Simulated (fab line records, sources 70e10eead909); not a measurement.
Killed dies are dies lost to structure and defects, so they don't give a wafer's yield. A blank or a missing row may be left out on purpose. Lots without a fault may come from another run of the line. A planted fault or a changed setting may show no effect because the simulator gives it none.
A struck lot beside a sound one | flow nand_harc | 14 steps out of a route of 1302
Sound: wafers L341.2, L341.3, L341.5. Struck: wafer L332.6. (L332.1 of the same lot was not struck and is left out.) The cause comes at the end.
At each step with rows: each side's tool, then ch and its chambers, then its first start. Under that, the readings that differ: sound wafers | struck wafers | difference of the means | sigmas: that difference in standard deviations of wafers without a fault.
alike: readings whose means differ by less than 2 such deviations, and words and numbers that are the same on both sides. not compared: withheld readings, readings that some wafer has no value for, bounds like >300 that may hide the same value, and numbers for which the record gives no deviation and whose values overlap.
The two part at a step that has a row with sigmas, a row that says differs or no value, or rows on one side only. Numbers that don't overlap but have no deviation are shown without sigmas and don't part them. A reading that every wafer of one side lacks parts them only if that side has two wafers or more.

NHARC_A_ZERO_WELL_INSPECT_17:
  sound on defect_inspect-01, day 15 04:13; struck on defect_inspect-01, day 11 13:05
  alike: raw_defect_count
then, 3 steps without rows for these wafers: NHARC_A_SOURCE_PLATE_PRECLEAN_00 (cleans in HF-LAST, time 60 s); NHARC_A_SOURCE_PLATE_SRD_01; NHARC_A_SOURCE_PLATE_OXIDE_02 (material SiO2, target thk 10 nm, ox time 1362 s).
NHARC_A_SOURCE_PLATE_THK_MEAS_09: measures by ellipsometry.
  sound on film_metro-01, day 15 12:21; struck on film_metro-02, day 11 20:23
  alike: thk_nm
then, 3 steps without rows for these wafers: NHARC_A_SOURCE_PLATE_PVD_04 (deposits WSi2, target thk 50 nm); NHARC_A_SOURCE_PLATE_CVD_03 (deposits poly-Si, target thk 200 nm, time 4000 s); NHARC_A_SOURCE_PLATE_ANNEAL_05 (time 1800 s).
NHARC_A_SOURCE_PLATE_THK_MEAS_06: measures by ellipsometry.
  sound on film_metro-01, day 16 01:20; struck on film_metro-01, day 12 08:53
  alike: thk_nm
NHARC_A_SOURCE_PLATE_INSPECT_08:
  sound on defect_inspect-02, day 16 01:24; struck on defect_inspect-02, day 12 09:00
  alike: raw_defect_count
NHARC_A_ONON_D1_DEP_00: target thk 1000 nm.
  sound on pecvd_onon-02 ch 0, day 16 01:31; struck on pecvd_onon-02 ch 0, day 12 09:04
NHARC_A_ONON_D1_THK_MEAS_02: measures by ellipsometry.
  sound on film_metro-02, day 16 01:58; struck on film_metro-01, day 12 09:35
  reading     | sound          | struck | difference | sigmas
  thk_nm (nm) | 1017 1017 1015 | 1471   | +455       | +41
then, 2 steps without rows for these wafers: NHARC_A_ONON_D1_DEP_03 (target thk 1000 nm); NHARC_END_SORT_01.

WHERE THEY PART
Only at NHARC_A_ONON_D1_THK_MEAS_02, within this record.

WHY: what the simulator had put in
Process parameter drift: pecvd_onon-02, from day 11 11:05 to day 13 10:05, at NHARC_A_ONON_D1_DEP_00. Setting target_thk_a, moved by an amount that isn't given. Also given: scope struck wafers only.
